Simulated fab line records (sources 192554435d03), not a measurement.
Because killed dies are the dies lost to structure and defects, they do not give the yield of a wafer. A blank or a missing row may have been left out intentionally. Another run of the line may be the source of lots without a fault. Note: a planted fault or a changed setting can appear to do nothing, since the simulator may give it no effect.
fab line records ; flow n5_finfet
record lots=3; wafers=9; last_day=17
route steps=1938 shown HKMG_FIN@433 GATE_CUT@465 BEOL_M4@1111 PASSIVATION@1936
lots untouched by any fault: they come from a run of this same line in which no faults occurred
start_h: the number of hours between the record's first day and the start of the first shown wafer of the lot ; wait_h: time in hours since the lot's previous step ; " as in the row above ; L1.1+2: a row that stands for several wafers ; - either no value or no given start ; * or withheld: withheld ; < > ~ a bound
route shown NAME@n: NAME is a module with steps in the file, n the number in the route of the first one ; usual: mean/standard deviation taken from wafers without a fault ; same: alike in all rows ; chamber/n: place in a boat ; sites: each site's reading ; _std_site: their standard deviation ; _edge_site: the outer-site mean with the inner-site mean subtracted ; radius_mm: for every site, how far away it sits from the centre of the wafer ; mask NAME#n: copy n ; behind: tool/chamber where the wafer was last shaped ; hold: why the lot went on hold/how many hours it stayed there/how the hold came to an end ; device: names the non-switching transistor (n, p or np) ; end of line: tests run on the same wafers once the route is complete ; where a step has no rows: the recipe by itself ; killed: at the first sort, the dies lost to defects and structure; wafer yield is something else ; map: per-die view of a wafer (x killed, . not killed, _ where there is no die)
set.NAME: the run value of the setting; set.NAME@STEP: its run value at that earlier step ; model.NAME: the simulator's own value behind a step, which no gauge read
certain route steps with their lots: each step a table, each wafer a row
services: when a tool's chamber went out of use (start_h, in hours from the record's first day, below 0 if earlier), for how many hours, and the reason
## steps
# step N5_HKMG_FIN_DESCUM_17
# recipe chemistry=O2; time_s=7.9; source_power_w=50; bias_power_w=20; pressure_mtorr=20; rf_frequency_hz=2.712e+07; temp_c=40; resist=CAR-ArF; o2_flow_sccm=225
# step N5_HKMG_FIN_ETCH_31
# recipe chemistry=CF4; target=SiARC; target_depth_a=455; mask_material=CAR-ArF; time_s=75.8; ion_energy_ev=80; pressure_mtorr=40; source_w=545; bias_w=36; Ar_flow_sccm=100; cf4_flow_sccm=100; ends=cleared
# step N5_HKMG_FIN_ETCH_32
# recipe chemistry=N2/H2; target=SOC; target_depth_a=2400; temp_c=40; time_s=300; ion_energy_ev=200; mask_material=SiARC; pressure_mtorr=30; source_w=840; bias_w=150; n2_flow_sccm=200; h2_flow_sccm=200
# step N5_HKMG_FIN_STRIP_33
# recipe chemistry=N2/H2; temp_c=40; n2_flow_sccm=200; h2_flow_sccm=200; rf_frequency_hz=6e+07
# step N5_HKMG_FIN_STRIP_34
# recipe chemistry=CF4; resist=SiARC; power_w=300; bias_power_w=75; pressure_mtorr=50; cf4_flow_sccm=150; rf_frequency_hz=6e+07
# step N5_HKMG_FIN_ETCH_35
# recipe chemistry=N2/H2; target=SOC; target_depth_a=2158; ion_energy_ev=65; bias_w=5; source_w=3000; time_s=243.4; pressure_mtorr=30; n2_flow_sccm=200; h2_flow_sccm=200
# step N5_HKMG_FIN_STRIP_92
# recipe chemistry=N2/H2; material=SOC; time_s=20; power_w=500; temp_c=40; pressure_mtorr=50; rf_frequency_hz=6e+07; bias_power_w=8; h2_frac=0.5; n2_flow_sccm=300; h2_flow_sccm=300
# step N5_HKMG_FIN_WET_ETCH_18
# recipe chemistry=SC1; target=TiN; mix=1:1:5; temp_c=*; time_s=55; target_depth_nm=5.2; dry=ipa_marangoni; rinse_time_s=30; rinse_temp_c=23
# step N5_HKMG_FIN_STRIP_19
# recipe chemistry=N2/H2; power_w=2500; temp_c=300; h2_frac=0.65; time_s=360; pressure_mtorr=withheld; n2_flow_sccm=1750; h2_flow_sccm=3250
# step N5_HKMG_FIN_ALD_91
# recipe material=TiN; target_thk_a=10; temp_c=400; ald_precursor_family=TiCl4; ald_co_reactant=NH3; pulse_time_s=1; purge_time_s=3; co_reactant_purge_time_s=2; co_reactant_pulse_time_s=2; ald_cycles=47; pressure_torr=3
# usual ald_cycles=47/0; chamber_pressure_Torr=3.000/0.0067; heater_power_w=940/97; precursor_pulse_height_rel=1.000/0.019
lot.wafer;tool;chamber;start_h;wait_h;ald_cycles;chamber_pressure_Torr;heater_power_w;precursor_pulse_height_rel;model.TiN_of_HKMG_FIN_ALD_91.thk_nm
L623.2;ald_metal-04;2;151.03;0.3;65;3.001;861;1.030;1.4
L623.4;ald_metal-04;3;151.03;0.3;65;3.017;981;1.006;1.4
L623.6;ald_metal-04;0;151.03;0.3;47;3.008;766;0.991;1
L626.2;ald_metal-03;3;166.92;0.3;47;3.009;1043;0.960;1
L626.3;ald_metal-03;1;166.92;0.3;47;2.991;882;0.979;1
L626.6;ald_metal-03;0;166.92;0.3;47;2.999;877;1.009;1
L634.1;ald_metal-04;3;215.05;0.3;47;2.991;969;0.999;1
L634.2;ald_metal-04;0;215.05;0.3;47;2.998;769;0.994;1
L634.4;ald_metal-04;1;215.05;0.3;47;3.002;1061;0.983;1
# step N5_HKMG_FIN_COAT_85
# recipe resist=SOC; temp_c=250; time_s=60; spin_rpm=1500; resist_thk_nm=300
# step N5_HKMG_FIN_ETCH_86
# recipe chemistry=N2/H2; target=SOC; target_depth_a=3932; stop_on=TiN; ion_energy_ev=100; bias_w=61; pressure_mtorr=30; source_w=850; n2_flow_sccm=200; h2_flow_sccm=200
# step N5_HKMG_FIN_STRIP_89
# recipe chemistry=N2/H2; material=SOC; time_s=20; power_w=500; temp_c=40; pressure_mtorr=50; rf_frequency_hz=6e+07; bias_power_w=8; h2_frac=0.5; n2_flow_sccm=300; h2_flow_sccm=300
# step N5_HKMG_FIN_WET_ETCH_87
# recipe chemistry=SC1; target=TiN; mix=1:2:40; temp_c=50; time_s=154.2; target_depth_nm=4.7; dry=ipa_marangoni; rinse_time_s=30; rinse_temp_c=23
# step N5_HKMG_FIN_STRIP_88
# recipe chemistry=N2/H2; power_w=2500; temp_c=300; h2_frac=0.65; time_s=360; pressure_mtorr=withheld; n2_flow_sccm=1750; h2_flow_sccm=3250
# step N5_HKMG_FIN_NWFM_ALD_20
# recipe material=TiAlC; target_thk_a=20; temp_c=300; ald_precursor_family=TiCl4; ald_co_reactant=TEA; pulse_time_s=3; purge_time_s=2; co_reactant_purge_time_s=2; co_reactant_pulse_time_s=10; ald_cycles=7; pressure_torr=3
# step N5_HKMG_FIN_ALD_71
# recipe material=TiN; target_thk_a=10; temp_c=400; ald_precursor_family=TiCl4; ald_co_reactant=NH3; pulse_time_s=1; purge_time_s=3; co_reactant_purge_time_s=2; co_reactant_pulse_time_s=2; ald_cycles=47; pressure_torr=3
# step N5_HKMG_FIN_COAT_66
# recipe resist=SOC; temp_c=250; time_s=60; spin_rpm=1500; resist_thk_nm=300
# step N5_HKMG_FIN_ETCH_67
# recipe chemistry=N2/H2; target=SOC; target_depth_a=3889; stop_on=TiN; ion_energy_ev=100; bias_w=61; pressure_mtorr=30; source_w=850; n2_flow_sccm=200; h2_flow_sccm=200
# step N5_HKMG_FIN_STRIP_90
# recipe chemistry=N2/H2; material=SOC; time_s=20; power_w=500; temp_c=40; pressure_mtorr=50; rf_frequency_hz=6e+07; bias_power_w=8; h2_frac=0.5; n2_flow_sccm=300; h2_flow_sccm=300
# step N5_HKMG_FIN_WET_ETCH_73
# recipe chemistry=SC1; mix=1:2:40; temp_c=50; time_s=42.3; target_depth_nm=1.3; dry=ipa_marangoni; rinse_time_s=30; rinse_temp_c=23
# step N5_HKMG_FIN_ETCHBACK_68
# recipe chemistry=Cl2/Ar; stop_on=HfO2; target_depth_a=5; pressure_mtorr=10; icp_w=600; bias_w=60; Cl2_flow_sccm=40; Ar_flow_sccm=60
# step N5_HKMG_FIN_STRIP_69
# recipe chemistry=N2/H2; power_w=2500; temp_c=300; h2_frac=0.65; time_s=360; pressure_mtorr=withheld; n2_flow_sccm=1750; h2_flow_sccm=3250
# step N5_HKMG_FIN_ALD_21
# recipe material=TiN; target_thk_a=15; temp_c=400; ald_precursor_family=TiCl4; ald_co_reactant=NH3; pulse_time_s=1; purge_time_s=3; co_reactant_purge_time_s=2; co_reactant_pulse_time_s=2; ald_cycles=68; pressure_torr=3
# step N5_HKMG_FIN_ALD_72
# recipe material=W; target_thk_a=20; temp_c=300; pressure_torr=7.5; ald_precursor_family=WF6; ald_co_reactant=B2H6; pulse_time_s=1; purge_time_s=2; co_reactant_purge_time_s=2; co_reactant_pulse_time_s=3; ald_cycles=7
# step N5_HKMG_FIN_W_FILL_22
# recipe material=W; target_thk_a=600; temp_c=400; pressure_torr=39.4; time_s=18.2
# step N5_HKMG_FIN_PRECLEAN_83
# recipe chemistry=DIW; time_s=57.5; temp_c=23
# step N5_HKMG_FIN_SRD_84
# recipe dry_time_s=32; dry=n2_spin; spin_rpm=1500
# step N5_HKMG_FIN_CMP_23
# recipe stop_on=SiNx; t_overpolish_s=10; post_cmp_clean=rinse_only; down_force_psi=4; platen_rpm=50.289; pad_velocity_m_s=1.0006; target_thk_nm=46.326
# step N5_HKMG_FIN_CMP_94
# recipe stop_on=SiNx; post_cmp_clean=w_dilute_nh4oh; t_overpolish_s=4.7; down_force_psi=4; platen_rpm=50.289; pad_velocity_m_s=1.0006; target_thk_nm=43.299
# step N5_GATE_CUT_ETCHBACK_00
# recipe chemistry=SF6/Cl2; target=W; pressure_mtorr=8; icp_w=900; bias_w=80; SF6_flow_sccm=40; Cl2_flow_sccm=60
# step N5_GATE_CUT_ETCH_56
# recipe chemistry=Cl2/Ar; target=TiN; target_depth_a=216; pressure_mtorr=10; icp_w=600; bias_w=60; Cl2_flow_sccm=40; Ar_flow_sccm=60
# step N5_GATE_CUT_ETCHBACK_30
# recipe chemistry=Cl2/Ar; target=TiN; target_depth_a=30; mode=isotropic; pressure_mtorr=10; icp_w=600; bias_w=60; Cl2_flow_sccm=40; Ar_flow_sccm=60
# step N5_GATE_CUT_VAPOR_ETCH_60
# recipe chemistry=BCl3/Cl2; target=HfO2; mode=isotropic
# step N5_GATE_CUT_ETCH_58
# recipe chemistry=CH3F/O2; target=SiNx; target_depth_a=170; time_s=128.6; ion_energy_ev=50; pressure_mtorr=30; source_w=415; bias_w=21; Ar_flow_sccm=150; CH3F_flow_sccm=30; O2_flow_sccm=20
# step N5_GATE_CUT_STRIP_59
# recipe chemistry=N2/H2; time_s=20; power_w=100; temp_c=40; pressure_mtorr=100; rf_frequency_hz=6e+07; bias_power_w=3; n2_flow_sccm=300; h2_flow_sccm=300
# step N5_GATE_CUT_PRECLEAN_31
# recipe temp_c=23; chemistry=DIW; time_s=300
# step N5_BEOL_M4_RC_MEAS_101
# usual DIBL_N=36.1/1.6; DIBL_P=35.8/2.1; IOFF_N=0.16/0.031; IOFF_N_85C=3.1/0.51; IOFF_N_LIN=0.074/0.012; IOFF_N_LONG=5.54e-05/2.4e-06; IOFF_P=0.21/0.034; IOFF_P_LIN=0.099/0.013; IOFF_P_LONG=0.000106/9.2e-06; ION_N=673/12; ION_P=461/7.2; SS_N=71.4/0.59; SS_P=73.3/0.63; VT_N=250/3.1; VT_N_LONG=274.7/2; VT_N_LVT=98/3.1; VT_P=-250/3.3; VT_P_LONG=-275.4/3; VT_P_LVT=-98.5/2.8
lot.wafer;tool;chamber;start_h;wait_h;DIBL_N[mV/V];DIBL_P[mV/V];IOFF_N[nA/um];IOFF_N_85C[nA/um];IOFF_N_LIN[nA/um];IOFF_N_LONG[nA/um];IOFF_P[nA/um];IOFF_P_LIN[nA/um];IOFF_P_LONG[nA/um];ION_N[uA/um];ION_P[uA/um];SS_N[mV/dec];SS_P[mV/dec];VT_N[mV];VT_N_LONG[mV];VT_N_LVT[mV];VT_P[mV];VT_P_LONG[mV];VT_P_LVT[mV]
L623.2;prober-01;0;250.93;0.2;34.7;33.3;0.03;0.8;0.014;2.63e-05;0.27;0.135;0.00014;572;472;71.2;72.7;292;314.1;139;-242;-263.6;-87.7
L623.4;prober-01;0;250.93;0.2;33.9;32.5;0.03;0.7;0.014;2.71e-05;0.26;0.133;0.000144;584;482;70.8;72.7;291;314.8;138;-238;-263.4;-86.3
L623.6;prober-01;0;250.93;0.2;35.7;35.2;0.16;3.0;0.075;5.71e-05;0.21;0.099;0.0001;687;476;71.6;73.3;248;275.5;94;-249;-274.5;-96.0
L626.2;prober-01;0;259.82;0.2;37.1;37.5;0.19;3.7;0.085;5.82e-05;0.23;0.099;0.000102;676;464;71.8;73.4;250;273.0;93;-248;-275.4;-95.2
L626.3;prober-01;0;259.82;0.2;32.4;31.9;0.11;2.2;0.054;5.7e-05;0.15;0.077;0.000104;649;451;69.9;72.0;253;274.6;101;-254;-275.3;-101.0
L626.6;prober-01;0;259.82;0.2;36.4;36.3;0.17;3.4;0.080;5.7e-05;0.22;0.100;0.000115;679;468;71.4;73.4;249;274.0;94;-251;-274.5;-96.1
L634.1;prober-02;0;310.03;0.0;31.9;32.8;0.13;2.5;0.062;5.73e-05;0.16;0.083;0.000109;671;454;70.8;72.9;252;272.7;97;-254;-274.0;-100.0
L634.2;prober-02;0;310.03;0.0;35.8;37.0;0.17;3.3;0.080;5.75e-05;0.21;0.098;0.000105;682;467;71.5;73.8;249;272.5;94;-247;-276.7;-97.6
L634.4;prober-02;0;310.03;0.0;36.3;36.9;0.19;3.6;0.086;5.92e-05;0.21;0.100;0.000104;677;462;72.1;74.2;245;271.5;92;-249;-272.1;-97.5
# step N5_PASSIVATION_PROBE_49
# usual defect_limited_yield=91.0/1.5; killed_at_M0_to_M3=35/11; killed_at_M4_up=13/6; killed_at_contacts=14/6.5; killed_at_front_end=40/12; killed_at_other=4/3.4; killed_dies=106/18; killed_open=68/14; killed_short=35/7.7; sort_bin_5_function=5.2/0.98; sort_bin_6_memory=3.4/0.72; sort_bin_8_speed=0.02/0.24; sort_n_pass=1074/18; sort_yield_pct=91.0/1.5
# same gross_dies=1180; killed_at_back_side=0; sort_bin_4_leakage[%]=0
lot.wafer;tool;chamber;start_h;wait_h;defect_limited_yield[%];killed_at_M0_to_M3;killed_at_M4_up;killed_at_contacts;killed_at_front_end;killed_at_other;killed_dies;killed_open;killed_short;sort_bin_5_function[%];sort_bin_6_memory[%];sort_bin_8_speed[%];sort_n_pass;sort_yield_pct[%]
L623.2;prober-01;-;357.12;0.1;90.8;37;14;12;43;2;108;77;29;5.6;3.2;90.85;0;0
L623.4;prober-01;-;357.22;0.2;88.3;36;15;40;42;5;138;98;37;6.5;4.9;88.31;0;0
L626.2;prober-02;-;363.07;0.1;91.4;26;18;7;43;8;102;64;33;4.7;3.4;0;1078;91.4
L626.3;prober-02;-;363.12;0.1;91.2;26;30;8;37;3;104;69;26;4.8;2.9;0;1076;91.2
L626.6;prober-02;-;363.27;0.3;91.2;23;10;9;47;15;104;69;34;5.0;3.4;0;1076;91.2
L634.1;prober-01;-;407.77;0.3;90.7;46;3;9;50;2;110;66;41;4.8;4.1;0;1070;90.7
L634.2;prober-01;-;407.82;0.4;91.7;40;8;24;25;1;98;64;34;4.7;3.4;0;1082;91.7
L634.4;prober-01;-;407.92;0.5;91.7;36;16;14;28;4;98;68;25;5.4;2.9;0;1082;91.7
# killed by level:class
L623.2 STI_FIN_REVEAL:geometric_particle:open=16 BEOL_M2:geometric_particle:open=12 MOL_CONTACT_COAG:geometric_particle:open=11 BEOL_M4:geometric_particle:open=10 BEOL_M0_SAQP:geometric_particle:open=6 STI_FIN_REVEAL:geometric_particle:short=6 BEOL_M3:geometric_particle:open=6 BEOL_M0_SAQP:geometric_particle:short=5
L623.4 MOL_CONTACT_COAG:geometric_particle:open=31 BEOL_M2:geometric_particle:open=10 FIN_SAQP:geometric_particle:open=9 MOL_CONTACT_COAG:geometric_particle:short=9 GATE_CUT:geometric_particle:short=8 DUMMY_GATE:geometric_particle:open=7 GATE_CUT:geometric_particle:open=7 BEOL_M0_SAQP:geometric_particle:open=7
L626.2 STI_FIN_REVEAL:geometric_particle:open=14 BEOL_M4:geometric_particle:open=12 FIN_SAQP:geometric_particle:short=7 MOL_CONTACT_COAG:geometric_particle:open=6 BEOL_M2:geometric_particle:open=6 DUMMY_GATE:geometric_particle:open=5 BEOL_M0_SAQP:geometric_particle:short=5 BEOL_M0:geometric_particle:open=4
L626.3 BEOL_M4:geometric_particle:open=12 STI_FIN_REVEAL:geometric_particle:open=8 HKMG_FIN:area_etch=8 MOL_CONTACT_COAG:geometric_particle:open=7 BEOL_M0_SAQP:geometric_particle:open=7 BEOL_M1:geometric_particle:open=7 BEOL_M5:geometric_particle:open=7 BEOL_M0_SAQP:geometric_particle:short=6
L626.6 FIN_SAQP:geometric_particle:open=13 FIN_SAQP:geometric_particle:short=11 MOL_CONTACT_COAG:geometric_particle:open=8 BEOL_M0_SAQP:geometric_particle:open=8 MIM_TOP:geometric_particle:open=6 STI_FIN_REVEAL:geometric_particle:open=5 DUMMY_GATE:geometric_particle:open=5 PAD_METAL:geometric_particle:short=5
L634.1 FIN_SAQP:geometric_particle:open=19 BEOL_M0_SAQP:geometric_particle:short=18 MOL_CONTACT_COAG:geometric_particle:open=9 STI_FIN_REVEAL:geometric_particle:open=8 BEOL_M0_SAQP:geometric_particle:open=8 BEOL_M2:geometric_particle:open=7 FIN_SAQP:geometric_particle:short=6 BEOL_M1:geometric_particle:open=6
L634.2 MOL_CONTACT_COAG:geometric_particle:open=19 BEOL_M2:geometric_particle:open=13 BEOL_M0_SAQP:geometric_particle:short=10 BEOL_M0_SAQP:geometric_particle:open=6 FIN_SAQP:geometric_particle:open=5 FIN_SAQP:geometric_particle:short=5 STI_FIN_REVEAL:geometric_particle:open=5 MOL_CONTACT_COAG:geometric_particle:short=5
L634.4 BEOL_M0_SAQP:geometric_particle:open=12 MOL_CONTACT_COAG:geometric_particle:open=9 FIN_SAQP:geometric_particle:open=8 BEOL_M4:geometric_particle:open=7 STI_FIN_REVEAL:geometric_particle:open=6 BEOL_M3:geometric_particle:open=6 BEOL_M1:geometric_particle:open=5 BEOL_M2:geometric_particle:open=5
# map L623.4 (x killed, . not)
_________________...........x________________
______________....x............._____________
___________.......x....x..........x__________
__________......x......x.x.........._________
________.....x.x....x....xx.......x..._______
_______....xxx......................x..______
______.........x...............x......x._____
_____............x........x...x....x..x.x____
____..x........x.................x........___
___............xx..........................__
___............x.....x...x.................__
__..................xx.....x......x........._
__.........x..........x.x..........x........_
_.......................................x....
_....x.xx.x.......x.......................x..
_..x..x.....................x.x.........x..x.
_...x...........x...................x........
_.................x.xxx.......x.....x..xx..x.
_.........x....................xx...........x
_...................x........x....x..........
_.....x.....x.....xx....x..........x........x
__.x.x.........................x.x.......x.._
__........x...x..x......xx.................._
___x...x..............x....................__
___............x..........x...x......xxx...__
____x.......xx.x..........x.x.x...........___
_____xx..x.........x...x.......x...x....x____
______............................xx..x._____
_______....x...............x...x.x.....______
________.x......x................x...._______
__________..........x.x..x.........._________
___________.x..x.....xx....xx..xxx.__________
______________.................._____________
_________________............________________
# map L634.1 (x killed, . not)
_________________........x...________________
______________..........x......._____________
___________............x.x.........__________
__________x...........x............._________
________..........x......x...........x_______
_______xx...........x...............x..______
______...x..............x..............._____
_____......x.........................x...____
____.................x................x...___
___...x.x..............x........x..x......x__
___....x.........................x.........__
__.......x..............x....xx............._
__.....x.....x....x.......x.........x..x...x_
_x....x........x...........x....x..x......x..
_...........................x................
_x.....x.....x......x..x......xx......x......
_..x.x...........x.........................x.
_x...............x.........x..........xx....x
_...............x...............x........x...
_..x.........................................
_..x..................x......................
__.........................................._
__..............x..x........................_
___.....x..x..........x.......xx.........x.__
___...x....xx.........................x.x..__
____.........xx..x........................___
_____xx............x..............x......____
______....x.....x....x........x.x......._____
_______x...x..x....x.....x..x....x.x...______
________......x......................._______
__________...................x.....x_________
___________........................__________
______________...x......x....x.._____________
_________________x...........________________
## services
tool;chamber;start_h;hours;kind
ald_metal-03;-;143.59;0.7;repair
## key
first_sign step=N5_HKMG_FIN_ALD_91; reading=ald_cycles; direction=up; sigmas=99+; usual=*; struck=*
effect step=N5_BEOL_M4_RC_MEAS_101; reading=VT_N_LONG; direction=up; sigmas=20; usual=274.7; struck=314.5
effect step=N5_BEOL_M4_RC_MEAS_101; reading=VT_N; direction=up; sigmas=13; usual=250; struck=292
effect step=N5_BEOL_M4_RC_MEAS_101; reading=VT_N_LVT; direction=up; sigmas=13; usual=98; struck=138
effect step=N5_BEOL_M4_RC_MEAS_101; reading=IOFF_N_LONG; direction=down; sigmas=12; usual=5.54e-05; struck=2.67e-05
effect step=N5_BEOL_M4_RC_MEAS_101; reading=ION_N; direction=down; sigmas=8.2; usual=673; struck=578
effect step=N5_BEOL_M4_RC_MEAS_101; reading=IOFF_N_LIN; direction=down; sigmas=5.1; usual=0.074; struck=0.014
effect step=N5_BEOL_M4_RC_MEAS_101; reading=IOFF_N_85C; direction=down; sigmas=4.6; usual=3.1; struck=0.8
effect step=N5_BEOL_M4_RC_MEAS_101; reading=IOFF_N; direction=down; sigmas=4.2; usual=0.16; struck=0.03
effect step=N5_BEOL_M4_RC_MEAS_101; reading=VT_P_LVT; direction=up; sigmas=4.1; usual=-98.5; struck=-87.0
effect step=N5_BEOL_M4_RC_MEAS_101; reading=VT_P_LONG; direction=up; sigmas=4; usual=-275.4; struck=-263.5
effect step=N5_BEOL_M4_RC_MEAS_101; reading=IOFF_P_LONG; direction=up; sigmas=3.9; usual=0.000106; struck=0.000142
effect step=N5_BEOL_M4_RC_MEAS_101; reading=VT_P; direction=up; sigmas=3.1; usual=-250; struck=-240
effect step=N5_PASSIVATION_PROBE_49; reading=sort_bin_8_speed; direction=up; sigmas=99+; usual=0.02; struck=89.58
model_effect step=N5_HKMG_FIN_ALD_91; value=TiN_of_HKMG_FIN_ALD_91.thk_nm; without=1; struck=1.4
met_at N5_HKMG_FIN_ALD_91
struck_wafers L623.2,L623.4
fault kind=process_parameter_drift; tool=ald_metal-04; chamber=-; onset_h=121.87; steps=N5_HKMG_FIN_ALD_91; channel=ald_cycles; offset=*; shape=step; end_h=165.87; scope=struck_wafers_only; acts_in=*; stated=*
